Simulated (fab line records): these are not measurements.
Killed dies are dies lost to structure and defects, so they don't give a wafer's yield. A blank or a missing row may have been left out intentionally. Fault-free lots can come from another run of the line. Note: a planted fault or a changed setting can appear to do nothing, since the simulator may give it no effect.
Chamber matching -- flow n5 finfet -- N5_FIN_SAQP_ETCH_67 on rie diel-01 has 4 sister chambers
The step etches SiNx in CH3F/O2, target depth 30 nm. 4 wafers are shown with their chamber, then 8 later ones without.

## WAFERS PAIRED WITH THEIR CHAMBERS
wafer,chamber,showerhead plenum p Torr (Torr)
L080.1,1,1.92
L082.1,3,2.08
L082.6,0,2.06
L083.1,2,1.90

## WAFERS WHOSE CHAMBER IS MISSING
wafer,showerhead plenum p Torr (Torr)
L083.2,2.06
L083.5,2.06
L085.1,1.92
L085.3,2.06
L085.5,1.92
L086.1,2.08
L086.4,1.92
L086.5,1.89

## THE CHAMBER EACH PASSED THROUGH
wafer,from the rows above,in truth
L083.2,0,0
L083.5,0,0
L085.1,1,1
L085.3,0,0
L085.5,1,1
L086.1,3,3
L086.4,1,1
L086.5,2,2
Correct placement for 8 of the 8. Number that these rows cannot place: 0. Placed wrongly: 0.
How it was worked out, from the rows above alone: a wafer's distance from a chamber is the root of the sum, over the readings, of the square of ((its reading less the chamber's mean) divided by the reading's scatter). If the next closest chamber is less than 2 further off than the closest, the wafer can't be placed; otherwise it belongs to the closest. A chamber's mean is the mean of its shown wafers. The scatter: root of mean squared gap, hidden wafer to nearest shown wafer, with one shown wafer a chamber.
